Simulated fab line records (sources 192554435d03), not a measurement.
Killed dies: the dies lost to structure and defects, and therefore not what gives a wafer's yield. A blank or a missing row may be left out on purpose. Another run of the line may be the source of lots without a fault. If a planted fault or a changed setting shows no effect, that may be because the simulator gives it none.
Matching of chambers || flow n5 finfet || N5_BEOL_M0_ETCH_128 on rie diel-05 has 4 sister chambers
The step etches SiCN in CF4/N2, target depth 12 nm, overetch 5.1 nm, time 21.4 s. 4 wafers are shown with their chamber, then 12 later ones without.

## WAFERS WITH THEIR CHAMBER
{"wafer": "L081.3", "chamber": 0, "showerhead plenum p Torr (Torr)": 2.32}
{"wafer": "L084.1", "chamber": 1, "showerhead plenum p Torr (Torr)": 2.17}
{"wafer": "L084.2", "chamber": 3, "showerhead plenum p Torr (Torr)": 2.09}
{"wafer": "L084.4", "chamber": 2, "showerhead plenum p Torr (Torr)": 2.32}

## WAFERS WITHOUT THEIR CHAMBER
{"wafer": "L086.1", "showerhead plenum p Torr (Torr)": 2.31}
{"wafer": "L086.2", "showerhead plenum p Torr (Torr)": 2.09}
{"wafer": "L086.4", "showerhead plenum p Torr (Torr)": 2.32}
{"wafer": "L088.3", "showerhead plenum p Torr (Torr)": 2.09}
{"wafer": "L088.4", "showerhead plenum p Torr (Torr)": 2.32}
{"wafer": "L088.5", "showerhead plenum p Torr (Torr)": 2.32}
{"wafer": "L092.1", "showerhead plenum p Torr (Torr)": 2.16}
{"wafer": "L092.2", "showerhead plenum p Torr (Torr)": 2.31}
{"wafer": "L092.5", "showerhead plenum p Torr (Torr)": 2.08}
{"wafer": "L093.3", "showerhead plenum p Torr (Torr)": 2.16}
{"wafer": "L093.4", "showerhead plenum p Torr (Torr)": 2.16}
{"wafer": "L093.6", "showerhead plenum p Torr (Torr)": 2.31}

## EACH ONE'S CHAMBER
{"wafer": "L086.1", "from the rows above": "can't be placed: 0 or 2", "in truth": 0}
{"wafer": "L086.2", "from the rows above": 3, "in truth": 3}
{"wafer": "L086.4", "from the rows above": "can't be placed: 0 or 2", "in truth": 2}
{"wafer": "L088.3", "from the rows above": 3, "in truth": 3}
{"wafer": "L088.4", "from the rows above": "can't be placed: 0 or 2", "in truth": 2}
{"wafer": "L088.5", "from the rows above": "can't be placed: 0 or 2", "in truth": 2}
{"wafer": "L092.1", "from the rows above": 1, "in truth": 1}
{"wafer": "L092.2", "from the rows above": "can't be placed: 0 or 2", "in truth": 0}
{"wafer": "L092.5", "from the rows above": 3, "in truth": 3}
{"wafer": "L093.3", "from the rows above": 1, "in truth": 1}
{"wafer": "L093.4", "from the rows above": 1, "in truth": 1}
{"wafer": "L093.6", "from the rows above": "can't be placed: 0 or 2", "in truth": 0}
Correct placement for 6 of the 12. Can't be placed from these rows: 6 (the true chamber is among the candidates in 6). Placed wrongly: 0.
How it was worked out, from the rows above alone: a wafer's distance from a chamber is the root of the sum, over the readings, of the square of ((its reading less the chamber's mean) divided by the reading's scatter). The wafer belongs to the nearest chamber; if the next one is less than 2 further off, it can't be placed. A chamber's mean is the mean of its shown wafers. The scatter: with one shown wafer a chamber, the root of the mean of the squares of how far each hidden wafer lies from its nearest shown one.
